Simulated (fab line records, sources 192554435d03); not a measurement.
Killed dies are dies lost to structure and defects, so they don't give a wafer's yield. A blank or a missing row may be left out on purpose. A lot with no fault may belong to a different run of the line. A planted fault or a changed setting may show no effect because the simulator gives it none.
fab line records	flow n5-finfet
record: lots: 7	wafers: 21
route steps=1938 shown BEOL_M2@848 BEOL_M3@931 BEOL_M4@1037 BEOL_M5@1132 BEOL_M6@1230 BEOL_M7@1266
start-h: start of the lot's first displayed wafer, in hours after the record's first day	wait-h: how many hours have passed since the lot's step before this one	" as in the row above	L1.1+2: several wafers, shown together as one row	- value missing, or start not given	* or withheld: withheld	< > ~ a bound
route shown NAME@n: names a module that has steps shown in the file, with the first one's number in the route	usual: mean/standard deviation taken from wafers without a fault	same: alike in all rows	chamber/n: place in a boat	sites: per-site readings	_std_site: their standard deviation	_edge_site: the outer-site mean with the inner-site mean subtracted	radius-mm: how far each site lies from the wafer's centre	mask NAME#n: copy n	behind: the most recent tool/chamber to have shaped the wafer	hold: cause of the lot's hold/its duration in hours/its outcome	device: which transistor (n, p or np) failed to switch	end of line: tests of these same wafers at the route's end	where a step has no rows: the recipe by itself	killed: dies that structure and defects cost at the first sort, which is not the same as the wafer's yield	map: the dies of a wafer, with x for killed, . for not killed, _ for no die there
set.NAME: the setting the step ran with; set.NAME@STEP: the setting that earlier step ran with	model.NAME: the simulator's own value behind a step, which no gauge read
lots whose settings were changed on purpose; a table a step, a row a wafer
== steps ==
step: N5_BEOL_M2_COAT_05
recipe: resist: CAR-EUV	spin-rpm: 1500	resist-thk-nm: 30
lot.wafer	tool	chamber	start-h	wait-h	set.spin-rpm	model.CAR-EUV_of_BEOL_M2_COAT_05.thk-nm
L074.1+5	litho-track-05	0	-	-	1592	29.2
L074.6	"	0	"	"	1500	30
L077.1	litho-track-05	0	-	-	1570	29.4
L077.2	"	0	"	"	1500	30.2
L077.3	"	0	"	"	1570	29.2
L082.1	litho-track-01	0	-	-	1500	30.2
L082.4+5	"	0	"	"	1500	30
L083.3+4	litho-track-03	0	-	-	1500	30
L083.6	"	0	"	"	1500	30.2
L091.1+4	litho-track-01	0	-	-	1500	30
L091.2	"	0	"	"	1422	30.8
L092.2	litho-track-03	0	-	-	1640	28.8
L092.5+6	"	0	"	"	1500	30
L094.1+3+5	litho-track-03	0	-	-	1500	30.2
step: N5_BEOL_M2_EBR_07
recipe: solvent: PGMEA	ebr-width-mm: 1.5
step: N5_BEOL_M2_SOFTBAKE_06
recipe: temp-c: 110	time-s: 60	resist: CAR-EUV
step: N5_BEOL_M2_EXPOSE_08
recipe: mask-id: M2	na: 0.33	source-shape: dipole	sigma-inner: 0.369	sigma-outer: 0.767	polarization: unpolarized	dose-mj: 41.25
step: N5_BEOL_M2_PEB_09
recipe: peb-temp-c: 100	peb-time-s: 60	resist: CAR-EUV
step: N5_BEOL_M2_DEVELOP_10
recipe: develop-time-s: 30	developer: TMAH	resist: CAR-EUV	rinse-liquid: surfactant-rinse	dry: air-spin	dev-temp-c: 23
lot.wafer	tool	chamber	start-h	wait-h	set.spin-rpm@BEOL_M2_COAT_05	model.CAR-EUV_of_BEOL_M2_COAT_05.thk-nm
L074.1+5	litho-track-03	0	-	-	1592	28.8
L074.6	"	0	"	"	1500	29.6
L077.1	litho-track-03	0	-	-	1570	29
L077.2	"	0	"	"	1500	29.6
L077.3	"	0	"	"	1570	28.8
L082.1+4+5	litho-track-05	0	-	-	1500	29.6
L083.3+4+6	litho-track-03	0	-	-	1500	29.6
L091.1+4	litho-track-05	0	-	-	1500	29.6
L091.2	"	0	"	"	1422	30.4
L092.2	litho-track-01	0	-	-	1640	28.2
L092.5+6	"	0	"	"	1500	29.6
L094.1+3	litho-track-05	0	-	-	1500	29.8
L094.5	"	0	"	"	1500	29.6
step: N5_BEOL_M2_DESCUM_16
recipe: chemistry: O2	time-s: 7	source-power-w: 50	bias-power-w: 20	pressure-mtorr: 20	rf-frequency-hz: 2.712e+07	temp-c: 40	resist: CAR-EUV	o2-flow-sccm: 225
lot.wafer	tool	chamber	start-h	wait-h	set.spin-rpm@BEOL_M2_COAT_05	model.CAR-EUV_of_BEOL_M2_COAT_05.thk-nm
L074.1+5	rie-diel-01	3,2	130.92	0.3	1592	25.2
L074.6	"	1	"	"	1500	26.2
L077.1+3	rie-diel-05	3,2	154.97	0.2	1570	25.4
L077.2	"	1	"	"	1500	26.2
L082.1+5	rie-diel-05	2,0	179.43	0.0	1500	26.2
L082.4	"	2	"	"	1500	26
L083.3+4	rie-diel-04	0,1	183.65	0.3	1500	26
L083.6	"	0	"	"	1500	26.2
L091.1+4	rie-diel-04	3	234.45	0.0	1500	26
L091.2	"	1	"	"	1422	27
L092.2	rie-diel-05	2	245.86	0.0	1640	24.8
L092.5	"	2	"	"	1500	26
L092.6	"	3	"	"	1500	26.2
L094.1+3+5	rie-diel-04	2,3,3	248.07	0.0	1500	26.2
step: N5_BEOL_M2_DEP_57
recipe: material: SiCN	target-thk-a: 80	temp-c: withheld	precursor: 3MS/NH3	pressure-torr: 3	rf-w: 202	time-s: 14
lot.wafer	tool	chamber	start-h	wait-h	set.time-s	model.SiCN_of_BEOL_M2_DEP_57.thk-nm
L074.1	pecvd-02	2	139.89	0.0	14	8
L074.5	"	1	"	"	14	7.8
L074.6	"	0	"	"	12.5	7.2
L077.1+2	pecvd-02	2,1	161.38	0.0	14	8
L077.3	"	0	"	"	14	7.8
L082.1	pecvd-04	2	186.15	0.0	14	7.8
L082.4+5	"	1,2	"	"	14	8
L083.3+4+6	pecvd-02	1,2,1	191.39	0.0	14	8
L091.1	pecvd-04	1	240.67	0.0	15.33	8.6
L091.2	"	2	"	"	14	8
L091.4	"	2	"	"	14	8.2
L092.2+6	pecvd-02	0	253.21	0.0	12.51	7
L092.5	"	1	"	"	14	8
L094.1+5	pecvd-04	1,0	257.94	0.0	14	7.8
L094.3	"	0	"	"	14	7.6
step: N5_BEOL_M3_ILD_DEP_00
recipe: material: SiOC	target-thk-a: 790	temp-c: 350	precursor: DEMS/O2	pressure-torr: 5	rf-w: 500	time-s: 15.3
lot.wafer	tool	chamber	start-h	wait-h	set.time-s	model.SiOC_of_BEOL_M3_ILD_DEP_00.thk-nm
L074.1	pecvd-01	2	140.02	0.0	15.3	79
L074.5	"	1	"	"	15.3	80.4
L074.6	"	2	"	"	15.3	81
L077.1	pecvd-03	1	161.52	0.0	13.22	67.4
L077.2	"	0	"	"	13.22	67.8
L077.3	"	2	"	"	13.22	67.6
L082.1	pecvd-01	1	186.29	0.0	15.3	78
L082.4+5	"	2,0	"	"	15.3	79.6
L083.3	pecvd-04	0	191.52	0.0	14.34	72.6
L083.4	"	0	"	"	15.3	80
L083.6	"	2	"	"	14.34	74.8
L091.1	pecvd-03	2	240.80	0.0	15.3	78.8
L091.2	"	0	"	"	15.3	79.2
L091.4	"	2	"	"	15.3	79.6
L092.2	pecvd-01	1	253.34	0.0	15.3	79.2
L092.5	"	2	"	"	15.3	81
L092.6	"	0	"	"	14.68	76.8
L094.1	pecvd-03	1	258.07	0.0	15.3	78.4
L094.3	"	0	"	"	15.3	78.6
L094.5	"	1	"	"	15.3	79.2
step: N5_BEOL_M3_THK_MEAS_01
recipe: reads: SiOC_of_BEOL_M3_ILD_DEP_00
usual: M3_ILD_THK: 79.3/0.88
lot.wafer	tool	chamber	start-h	wait-h	set.time-s@BEOL_M3_ILD_DEP_00	M3_ILD_THK[nm]
L074.1	film-metro-01	-	140.08	0.0	15.3	79.0
L074.5	"	-	"	"	15.3	80.4
L074.6	"	-	"	"	15.3	81.0
L077.1	film-metro-02	-	161.59	0.0	13.22	67.5
L077.2	"	-	"	"	13.22	67.7
L077.3	"	-	"	"	13.22	67.6
L082.1	film-metro-01	-	186.36	0.0	15.3	78.0
L082.4	"	-	"	"	15.3	79.6
L082.5	"	-	"	"	15.3	79.6
L083.3	film-metro-02	-	191.59	0.1	14.34	72.7
L083.4	"	-	"	"	15.3	79.9
L083.6	"	-	"	"	14.34	74.8
L091.1	film-metro-01	-	240.87	0.0	15.3	78.6
L091.2	"	-	"	"	15.3	79.3
L091.4	"	-	"	"	15.3	79.7
L092.2	film-metro-01	-	253.41	0.1	15.3	79.2
L092.5	"	-	"	"	15.3	80.9
L092.6	"	-	"	"	14.68	76.9
L094.1	film-metro-01	-	258.14	0.0	15.3	78.3
L094.3	"	-	"	"	15.3	78.6
L094.5	"	-	"	"	15.3	79.3
step: N5_BEOL_M3_TRENCH_ETCH_37
recipe: chemistry: C4F6/O2	target-depth-a: 555.55	target: SiOC	time-s: 29.2	ion-energy-ev: 250	pressure-mtorr: 30	source-w: 355	bias-w: 185	Ar_flow_sccm: 300	C4F6_flow_sccm: 10	O2_flow_sccm: 10
usual: rf-vpp-V: 669/7.7
lot.wafer	tool	chamber	start-h	wait-h	set.bias-w	rf-vpp-V	model.BEOL_M3.feature-depth-nm	model.etch.depth-nm
L074.1	rie-diel-06	3	-	-	172.9	623	54.4	54.42
L074.5	"	3	"	"	172.9	623	54.6	54.64
L074.6	"	0	"	"	185	656	54.8	54.88
L077.1	rie-diel-03	1	-	-	185	667	55.2	55.1
L077.2	"	3	"	"	206.1	737	56.2	56.3
L077.3	"	0	"	"	185	677	56	56.1
L082.1	rie-diel-02	1	-	-	185	675	56.2	56.17
L082.4	"	2	"	"	185	663	55.2	55.26
L082.5	"	2	"	"	185	663	55	54.95
L083.3	rie-diel-02	1	-	-	185	676	55	55.09
L083.4	"	2	"	"	185	664	54.4	54.49
L083.6	"	0	"	"	185	672	55.6	55.66
L091.1	rie-diel-06	2	-	-	157.9	597	53	53.04
L091.2	"	1	"	"	185	659	56.6	56.7
L091.4	"	0	"	"	185	654	55.8	55.77
L092.2	rie-diel-03	0	-	-	210.2	749	58.6	58.56
L092.5	"	0	"	"	210.2	749	58.4	58.39
L092.6	"	3	"	"	210.2	748	58.8	58.79
L094.1	rie-diel-03	2	-	-	152.1	568	51	51.09
L094.3	"	3	"	"	185	678	56.8	56.71
L094.5	"	0	"	"	152.1	581	52.4	52.41
step: N5_BEOL_M3_ETCH_41
recipe: chemistry: CH3F/O2	target: SiCN	target-depth-a: 299	taper-deg: 2	time-s: 52.5	ion-energy-ev: 120	mask-material: TiN	pressure-mtorr: 30	source-w: 395	bias-w: 75	Ar_flow_sccm: 150	CH3F_flow_sccm: 30	O2_flow_sccm: 20
step: N5_BEOL_M3_STRIP_97
recipe: chemistry: N2/H2	time-s: 10	power-w: 450	temp-c: 40	pressure-mtorr: 20	rf-frequency-hz: 6e+07	bias-power-w: 7	n2-flow-sccm: 200	h2-flow-sccm: 200
step: N5_BEOL_M3_OCD_MEAS_38
usual: trench-depth-nm: 55.6/1.1
lot.wafer	tool	chamber	start-h	wait-h	set.bias-w@BEOL_M3_TRENCH_ETCH_37	trench-depth-nm
L074.1	ocd-02	-	143.81	-	172.9	54.4
L074.5	"	-	"	"	172.9	53.9
L074.6	"	-	"	"	185	54.9
L077.1	ocd-01	-	168.81	-	185	55.0
L077.2	"	-	"	"	206.1	56.3
L077.3	"	-	"	"	185	55.9
L082.1	ocd-02	-	190.91	-	185	56.3
L082.4	"	-	"	"	185	55.3
L082.5	"	-	"	"	185	54.9
L083.3	ocd-02	-	197.60	-	185	55.2
L083.4	"	-	"	"	185	54.2
L083.6	"	-	"	"	185	56.1
L091.1	ocd-01	-	245.62	-	157.9	52.9
L091.2	"	-	"	"	185	57.0
L091.4	"	-	"	"	185	56.0
L092.2	ocd-01	-	257.45	-	210.2	58.8
L092.5	"	-	"	"	210.2	57.9
L092.6	"	-	"	"	210.2	59.2
L094.1	ocd-02	-	267.48	-	152.1	50.6
L094.3	"	-	"	"	185	56.9
L094.5	"	-	"	"	152.1	52.1
step: N5_BEOL_M4_DESCUM_16
recipe: chemistry: O2	time-s: 7	source-power-w: 50	bias-power-w: 20	pressure-mtorr: 20	rf-frequency-hz: 2.712e+07	temp-c: 40	resist: CAR-EUV	o2-flow-sccm: 225
lot.wafer	tool	chamber	start-h	wait-h	set.time-s	model.CAR-EUV_of_BEOL_M4_COAT_05.thk-nm
L074.1+6	rie-diel-04	1,3	149.61	0.0	5.896	26.6
L074.5	"	2	"	"	5.896	26.8
L077.1	rie-diel-05	0	175.96	0.2	7	26.4
L077.2	"	3	"	"	7	26.2
L077.3	"	2	"	"	8.262	25.6
L082.1+4+5	rie-diel-05	3,2,1	197.39	0.7	7	26.2
L083.3	rie-diel-04	0	205.36	0.6	5.577	26.8
L083.4+6	"	3,2	"	"	7	26
L091.1	rie-diel-05	3	251.91	0.1	5.838	26.6
L091.2	"	0	"	"	5.838	26.8
L091.4	"	2	"	"	7	26
L092.2	rie-diel-01	2	263.06	0.0	7.927	25.8
L092.5+6	"	3,0	"	"	7	26.2
L094.1	rie-diel-01	2	272.45	0.0	7	26
L094.3+5	"	1	"	"	5.624	26.8
step: N5_BEOL_M4_ETCH_64
recipe: chemistry: N2/H2	target: SOC	target-depth-a: 750	overetch-a: 225	mask-material: SiARC	temp-c: 40	time-s: 121.9	ion-energy-ev: 200	pressure-mtorr: 30	source-w: 840	bias-w: 150	n2-flow-sccm: 200	h2-flow-sccm: 200
lot.wafer	tool	chamber	start-h	wait-h	set.time-s	model.SiARC_of_BEOL_M4_COAT_62.thk-nm
L074.1	rie-diel-04	1	149.69	0.0	121.9	6.2
L074.5	"	2	"	"	135.1	5.8
L074.6	"	3	"	"	135.1	5.6
L077.1+2	rie-diel-05	0,3	176.04	0.0	121.9	6.4
L077.3	"	2	"	"	141.7	5.6
L082.1+4+5	rie-diel-05	3,2,1	197.47	0.0	121.9	6.4
L083.3	rie-diel-04	0	205.44	0.0	112.4	6.8
L083.4+6	"	3,2	"	"	121.9	6.4
L091.1+2+4	rie-diel-05	3,0,2	251.99	0.0	121.9	6.4
L092.2+5+6	rie-diel-01	2,3,0	263.14	0.0	121.9	6.4
L094.1	rie-diel-01	2	272.53	0.0	136.8	5.8
L094.3	"	1	"	"	121.9	6.4
L094.5	"	1	"	"	136.8	5.6
step: N5_BEOL_M5_ETCH_62
recipe: chemistry: N2/H2	target: SOC	target-depth-a: 750	overetch-a: 150	mask-material: SiARC	temp-c: 40	time-s: 112.5	ion-energy-ev: 200	pressure-mtorr: 30	source-w: 840	bias-w: 150	n2-flow-sccm: 200	h2-flow-sccm: 200
usual: rf-vpp-V: 524.7/2.6
lot.wafer	tool	chamber	start-h	wait-h	set.source-w	rf-vpp-V
L074.1	rie-diel-06	3	158.85	0.0	840	527.0
L074.5	"	2	"	"	840	525.4
L074.6	"	1	"	"	840	525.9
L077.1	rie-diel-03	0	186.04	0.0	840	522.0
L077.2	"	1	"	"	728.9	551.9
L077.3	"	2	"	"	840	519.4
L082.1	rie-diel-02	3	209.36	0.0	840	527.6
L082.4	"	1	"	"	840	526.2
L082.5	"	2	"	"	840	520.0
L083.3	rie-diel-06	3	217.05	0.0	727	553.9
L083.4	"	0	"	"	840	523.0
L083.6	"	2	"	"	727	552.0
L091.1	rie-diel-02	3	272.92	0.0	840	529.2
L091.2	"	1	"	"	840	525.9
L091.4	"	0	"	"	840	527.0
L092.2	rie-diel-06	0	278.53	0.0	840	521.3
L092.5	"	3	"	"	689.2	563.1
L092.6	"	0	"	"	689.2	558.0
L094.1	rie-diel-02	3	281.87	0.0	840	526.5
L094.3	"	1	"	"	940	506.4
L094.5	"	3	"	"	940	509.6
step: N5_BEOL_M5_COAT_66
recipe: resist: SiARC	temp-c: 220	time-s: 60	spin-rpm: 1500	resist-thk-nm: 12
lot.wafer	tool	chamber	start-h	wait-h	set.spin-rpm	model.SiARC_of_BEOL_M5_COAT_66.thk-nm
L074.1+5	litho-track-01	0	-	-	1500	12
L074.6	"	0	"	"	1404	12.4
L077.1+2+3	litho-track-01	0	-	-	1500	12
L082.1+4+5	litho-track-03	0	-	-	1500	12
L083.3+6	litho-track-01	0	-	-	1500	12
L083.4	"	0	"	"	1441	12.4
L091.1	litho-track-04	0	-	-	1633	11.6
L091.2+4	"	0	"	"	1500	12
L092.2+5+6	litho-track-01	0	-	-	1500	12
L094.1	litho-track-04	0	-	-	1500	12
L094.3	"	0	"	"	1352	12.6
L094.5	"	0	"	"	1352	12.8
step: N5_BEOL_M5_COAT_74
recipe: resist: underlayer	temp-c: 205	time-s: 60	spin-rpm: 1500	resist-thk-nm: 5
step: N5_BEOL_M5_COAT_22
recipe: resist: CAR-EUV	spin-rpm: 1500	resist-thk-nm: 30
step: N5_BEOL_M5_DESCUM_33
recipe: chemistry: O2	time-s: 7	source-power-w: 50	bias-power-w: 20	pressure-mtorr: 20	rf-frequency-hz: 2.712e+07	temp-c: 40	resist: CAR-EUV	o2-flow-sccm: 225
step: N5_BEOL_M5_ETCH_75
recipe: chemistry: N2/H2	target: underlayer	target-depth-a: 65	mask-material: CAR-EUV	time-s: 5.2	ion-energy-ev: 200	pressure-mtorr: 30	source-w: 840	bias-w: 150	n2-flow-sccm: 200	h2-flow-sccm: 200	ends: cleared
step: N5_BEOL_M5_ETCH_67
recipe: chemistry: CF4	target: SiARC	target-depth-a: 156	mask-material: CAR-EUV	time-s: 26	ion-energy-ev: 80	pressure-mtorr: 40	source-w: 545	bias-w: 36	Ar_flow_sccm: 100	cf4-flow-sccm: 100	ends: cleared
lot.wafer	tool	chamber	start-h	wait-h	set.spin-rpm@BEOL_M5_COAT_66	model.etch.depth-nm	model.CAR-EUV_of_BEOL_M5_COAT_22.thk-nm
L074.1	rie-diel-03	2	160.23	0.0	1500	11.96	11.2
L074.5	"	0	"	"	1500	11.94	11.4
L074.6	"	3	"	"	1404	12.34	11
L077.1	rie-diel-02	3	188.10	0.0	1500	12.02	11.2
L077.2	"	1	"	"	1500	12	11.2
L077.3	"	2	"	"	1500	11.99	11
L082.1+4	rie-diel-02	1,2	210.42	0.0	1500	12.07	11.2
L082.5	"	0	"	"	1500	12.04	11.2
L083.3	rie-diel-02	2	218.84	0.0	1500	12.1	11.2
L083.4	"	0	"	"	1441	12.34	11
L083.6	"	0	"	"	1500	12.09	11.2
L091.1	rie-diel-02	0	274.17	0.0	1633	11.55	11.6
L091.2	"	2	"	"	1500	12.05	11.2
L091.4	"	1	"	"	1500	12.01	11.2
L092.2	rie-diel-03	0	279.90	0.0	1500	12.05	11.2
L092.5	"	1	"	"	1500	12.06	11
L092.6	"	2	"	"	1500	12.03	11.2
L094.1	rie-diel-03	3	283.68	0.0	1500	12.02	11.2
L094.3	"	0	"	"	1352	12.69	10.8
L094.5	"	2	"	"	1352	12.7	10.8
step: N5_BEOL_M6_DESCUM_33
recipe: chemistry: O2	time-s: 7	source-power-w: 50	bias-power-w: 20	pressure-mtorr: 20	rf-frequency-hz: 2.712e+07	temp-c: 40	resist: CAR-EUV	o2-flow-sccm: 225
lot.wafer	tool	chamber	start-h	wait-h	set.time-s	model.CAR-EUV_of_BEOL_M6_COAT_22.thk-nm
L074.1	rie-diel-04	3	175.27	0.4	5.761	26.8
L074.5	"	3	"	"	5.761	26.6
L074.6	"	0	"	"	7	26
L077.1+2+3	rie-diel-05	2,0,1	199.85	0.2	5.759	26.6
L082.1+4+5	rie-diel-04	3,3,0	221.59	0.0	7	26
L083.3+4	rie-diel-01	2,3	229.70	0.1	6.264	26.4
L083.6	"	3	"	"	7	26
L091.1	rie-diel-01	2	286.21	0.0	7.662	25.6
L091.2+4	"	0,2	"	"	7	26
L092.2+6	rie-diel-01	0,2	292.33	0.0	7	26.2
L092.5	"	0	"	"	7	26
L094.1+3+5	rie-diel-05	3,1,3	296.24	0.0	7	26
step: N5_BEOL_M6_ETCH_66
recipe: chemistry: N2/H2	target: SOC	target-depth-a: 800	overetch-a: 160	mask-material: SiARC	temp-c: 40	time-s: 120	ion-energy-ev: 200	pressure-mtorr: 30	source-w: 840	bias-w: 150	n2-flow-sccm: 200	h2-flow-sccm: 200
usual: rf-vpp-V: 524.3/2.3
lot.wafer	tool	chamber	start-h	wait-h	set.bias-w	rf-vpp-V	model.SiARC_of_BEOL_M6_COAT_64.thk-nm
L074.1	rie-diel-04	3	175.35	0.0	132.6	486.0	7.4
L074.5	"	3	"	"	150	526.7	6.6
L074.6	"	0	"	"	150	521.2	6.6
L077.1	rie-diel-05	2	199.93	0.0	174.6	576.0	5.4
L077.2	"	0	"	"	150	521.6	6.6
L077.3	"	1	"	"	174.6	578.8	5.4
L082.1	rie-diel-04	3	221.67	0.0	150	527.4	6.6
L082.4	"	3	"	"	150	525.1	6.6
L082.5	"	0	"	"	150	521.2	6.6
L083.3	rie-diel-01	2	229.78	0.0	133.1	484.5	7.4
L083.4	"	3	"	"	133.1	481.4	7.4
L083.6	"	3	"	"	150	520.0	6.6
L091.1	rie-diel-01	2	286.33	0.0	150	522.4	6.4
L091.2	"	0	"	"	150	523.6	6.4
L091.4	"	2	"	"	150	522.9	6.4
L092.2	rie-diel-01	0	292.41	0.0	150	524.7	6.4
L092.5	"	0	"	"	171.3	570.0	5.4
L092.6	"	2	"	"	171.3	568.0	5.6
L094.1	rie-diel-05	3	296.32	0.0	150	526.7	6.6
L094.3	"	1	"	"	162.3	552.4	5.8
L094.5	"	3	"	"	150	527.7	6.6
step: N5_BEOL_M7_PECVD_70
recipe: material: SiO2	target-thk-a: 200	temp-c: 400	precursor: TEOS/O2	pressure-torr: 5.5	rf-w: 450	teos-flow-sccm: 53.8	gas: O2	flow-sccm: 3000	time-s: 22.7
lot.wafer	tool	chamber	start-h	wait-h	set.temp-c	model.SiO2_of_BEOL_M7_PECVD_70.thk-nm
L074.1	pecvd-04	2	179.62	0.0	383.1	22
L074.5+6	"	2,0	"	"	383.1	22.4
L077.1	pecvd-04	0	205.00	0.0	412.9	18.2
L077.2+3	"	1,0	"	"	400	20
L082.1	pecvd-03	2	225.17	0.0	400	19.6
L082.4	"	1	"	"	400	20.4
L082.5	"	0	"	"	400	20.2
L083.3+4+6	pecvd-04	2,1,2	233.19	0.0	400	20
L091.1	pecvd-03	2	290.82	0.0	388.2	21.4
L091.2	"	0	"	"	388.2	21.2
L091.4	"	1	"	"	400	20.2
L092.2	pecvd-04	2	295.77	0.0	400	19.6
L092.5	"	0	"	"	400	19.8
L092.6	"	2	"	"	400	20
L094.1+3	pecvd-01	2,0	299.95	0.0	400	19.8
L094.5	"	1	"	"	400	20
== key ==
split: step: N5_BEOL_M2_COAT_05	setting: spin-rpm	stated: 1500	by: wafer
response: step: N5_BEOL_M2_COAT_05	reading: model.CAR-EUV_of_BEOL_M2_COAT_05.thk-nm	change: -0.141	per: 1%	r: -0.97
response: step: N5_BEOL_M2_DEVELOP_10	reading: model.CAR-EUV_of_BEOL_M2_COAT_05.thk-nm	change: -0.146	per: 1%	r: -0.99
response: step: N5_BEOL_M2_DESCUM_16	reading: model.CAR-EUV_of_BEOL_M2_COAT_05.thk-nm	change: -0.157	per: 1%	r: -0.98
split: step: N5_BEOL_M2_DEP_57	setting: time-s	stated: 14	by: wafer
response: step: N5_BEOL_M2_DEP_57	reading: model.SiCN_of_BEOL_M2_DEP_57.thk-nm	change: +0.0719	per: 1%	r: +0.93
split: step: N5_BEOL_M3_ILD_DEP_00	setting: time-s	stated: 15.3	by: wafer
response: step: N5_BEOL_M3_ILD_DEP_00	reading: model.SiOC_of_BEOL_M3_ILD_DEP_00.thk-nm	change: +0.948	per: 1%	r: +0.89
response: step: N5_BEOL_M3_THK_MEAS_01	reading: M3_ILD_THK	change: +0.924	per: 1%	r: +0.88
split: step: N5_BEOL_M3_TRENCH_ETCH_37	setting: bias-w	stated: 185	by: wafer
response: step: N5_BEOL_M3_TRENCH_ETCH_37	reading: rf-vpp-V	change: +5.21	per: 1%	r: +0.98
response: step: N5_BEOL_M3_TRENCH_ETCH_37	reading: model.BEOL_M3.feature-depth-nm	change: +0.208	per: 1%	r: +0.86
response: step: N5_BEOL_M3_TRENCH_ETCH_37	reading: model.etch.depth-nm	change: +0.206	per: 1%	r: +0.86
response: step: N5_BEOL_M3_OCD_MEAS_38	reading: trench-depth-nm	change: +0.234	per: 1%	r: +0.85
split: step: N5_BEOL_M4_DESCUM_16	setting: time-s	stated: 7	by: wafer
response: step: N5_BEOL_M4_DESCUM_16	reading: model.CAR-EUV_of_BEOL_M4_COAT_05.thk-nm	change: -0.039	per: 1%	r: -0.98
split: step: N5_BEOL_M4_ETCH_64	setting: time-s	stated: 121.9	by: wafer
response: step: N5_BEOL_M4_ETCH_64	reading: model.SiARC_of_BEOL_M4_COAT_62.thk-nm	change: -0.0509	per: 1%	r: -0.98
split: step: N5_BEOL_M5_ETCH_62	setting: source-w	stated: 840	by: wafer
response: step: N5_BEOL_M5_ETCH_62	reading: rf-vpp-V	change: -2.12	per: 1%	r: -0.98
split: step: N5_BEOL_M5_COAT_66	setting: spin-rpm	stated: 1500	by: wafer
response: step: N5_BEOL_M5_COAT_66	reading: model.SiARC_of_BEOL_M5_COAT_66.thk-nm	change: -0.0628	per: 1%	r: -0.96
response: step: N5_BEOL_M5_ETCH_67	reading: model.etch.depth-nm	change: -0.0616	per: 1%	r: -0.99
response: step: N5_BEOL_M5_ETCH_67	reading: model.CAR-EUV_of_BEOL_M5_COAT_22.thk-nm	change: +0.0439	per: 1%	r: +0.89
split: step: N5_BEOL_M6_DESCUM_33	setting: time-s	stated: 7	by: wafer
response: step: N5_BEOL_M6_DESCUM_33	reading: model.CAR-EUV_of_BEOL_M6_COAT_22.thk-nm	change: -0.0397	per: 1%	r: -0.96
split: step: N5_BEOL_M6_ETCH_66	setting: bias-w	stated: 150	by: wafer
response: step: N5_BEOL_M6_ETCH_66	reading: rf-vpp-V	change: +3.26	per: 1%	r: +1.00
response: step: N5_BEOL_M6_ETCH_66	reading: model.SiARC_of_BEOL_M6_COAT_64.thk-nm	change: -0.0717	per: 1%	r: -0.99
split: step: N5_BEOL_M7_PECVD_70	setting: temp-c	stated: 400	by: wafer
response: step: N5_BEOL_M7_PECVD_70	reading: model.SiO2_of_BEOL_M7_PECVD_70.thk-nm	change: -0.474	per: 1%	r: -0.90
